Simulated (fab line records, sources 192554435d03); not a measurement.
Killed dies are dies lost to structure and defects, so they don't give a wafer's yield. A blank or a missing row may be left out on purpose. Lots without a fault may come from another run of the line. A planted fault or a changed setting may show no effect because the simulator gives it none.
A struck lot beside a sound one | flow n5_finfet | 15 steps out of a route of 1938
Sound: wafers L333.2, L333.4, L333.6. Struck: wafer L350.6. (L350.4 of the same lot was not struck and is left out.) The cause comes at the end.
At each step with rows: each side's tool, then ch and its chambers, then its first start. Under that, the readings that differ: sound wafers | struck wafers | difference of the means | sigmas: that difference in standard deviations of wafers without a fault.
alike: readings whose means differ by less than 2 such deviations, and words and numbers that are the same on both sides. not compared: withheld readings, readings that some wafer has no value for, bounds like >300 that may hide the same value, and numbers for which the record gives no deviation and whose values overlap.
The two part at a step that has a row with sigmas, a row that says differs or no value, or rows on one side only. Numbers that don't overlap but have no deviation are shown without sigmas and don't part them. A reading that every wafer of one side lacks parts them only if that side has two wafers or more.

N5_BEOL_M8_STRIP_80: strips in N2/H2, time 10 s.
  sound on rie_diel-04 ch 1,2,3; struck on rie_diel-04 ch 3
  alike: drypump_motor_current_A, oes_product_au, rf_vpp_V, showerhead_plenum_p_Torr, throttle_valve_pct
  not compared: rf_hours_counter_h
N5_BEOL_M8_OCD_MEAS_38:
  sound on ocd-02, day 11 06:26; struck on ocd-01, day 15 12:13
  alike: trench_depth_nm
then, 4 steps without rows for these wafers: N5_BEOL_M8_HM_STRIP_39 (strips TiN in peroxide tin strip, target depth 25 nm, time 158 s); N5_BEOL_M8_SRD_40 (time 30 s); N5_BEOL_M8_PRECLEAN_42 (cleans in residue remover, time 60 s); N5_BEOL_M8_SRD_43 (time 30 s).
N5_BEOL_M8_CD_MEAS_35: target cd 40 nm.
  sound on cd_sem-01, day 11 06:35; struck on cd_sem-03, day 15 12:22
  alike: cd_nm
N5_BEOL_M8_CURE_75: cures SiCOH lowk, time 120 s.
  sound on uv_cure-02 ch 0, day 11 06:40; struck on uv_cure-02 ch 0, day 15 12:34
  alike: lamp_power_pct, wafer_temp_C_max
N5_BEOL_M8_DEGAS_44: time 60 s.
  sound on pvd_sputter-01, day 11 09:05; struck on pvd_sputter-02, day 15 13:49
  alike: heater_power_w
then, 1 step without rows for these wafers: N5_BEOL_M8_PRE_CLEAN_45 (time 30 s).
N5_BEOL_M8_ALD_77: deposits TaN, target thk 2 nm, pulse time 2 s, purge time 3 s.
  sound on ald_metal-04 ch 0,3, day 11 09:13; struck on ald_metal-03 ch 0, day 15 14:05
  reading            | sound       | struck | difference | sigmas
  heater_power_w (W) | 397 348 400 | 522    | +140       | +3
  alike: mfc_carrier_sccm, precursor_vessel_carrier_sccm
N5_BEOL_M8_SURFACE_TREAT_79:
  sound on pvd_sputter-01, day 11 09:37; struck on pvd_sputter-02, day 15 14:22
  not compared: throttle_valve_pct
N5_BEOL_M8_CVD_78: deposits Co from CCTBA/H2, target thk 2 nm, time 142.3 s.
  sound on cvd_co-02 ch 0,2, day 11 09:54; struck on cvd_co-01 ch 2, day 15 14:29
  reading          | sound             | struck | difference | sigmas
  run_length_s (s) | 164.5 164.9 165.0 | 110.0  | -54.8      | -99 or more
then, 1 step without rows for these wafers: N5_BEOL_M8_SPUTTER_48 (material Cu, target thk 10 nm, time 1.667 s).
-- the record jumps here: 4 days lie between the struck wafers' starts before and after (it left off in module BEOL_M8 and takes up again in module PASSIVATION, whose first step shown is number 1936 of the route) --
N5_PASSIVATION_PROBE_49:
  sound on prober-01, day 14 08:26; struck on prober-02, day 19 04:20
  reading                  | sound          | struck | difference | sigmas
  defect_limited_yield (%) | 88.1 90.8 89.8 | 93.0   | +3.4       | +2
  killed_at_front_end      | 76 44 58       | 23     | -36        | -3
  killed_dies              | 140 109 120    | 83     | -40        | -2
  killed_short             | 55 28 44       | 22     | -20        | -2
  sort_bin_5_function (%)  | 7.3 5.8 6.1    | 3.7    | -2.7       | -3
  sort_n_pass              | 1040 1071 1060 | 1097   | +40        | +2
  sort_yield_pct (%)       | 88.1 90.8 89.8 | 93.0   | +3.4       | +2
  alike: killed_at_M0_to_M3, killed_at_M4_up, killed_at_contacts, killed_at_other, killed_open, sort_bin_6_memory, sort_bin_8_speed

WHERE THEY PART
First at N5_BEOL_M8_ALD_77; last, within this record, at N5_PASSIVATION_PROBE_49.

WHY: what the simulator had put in
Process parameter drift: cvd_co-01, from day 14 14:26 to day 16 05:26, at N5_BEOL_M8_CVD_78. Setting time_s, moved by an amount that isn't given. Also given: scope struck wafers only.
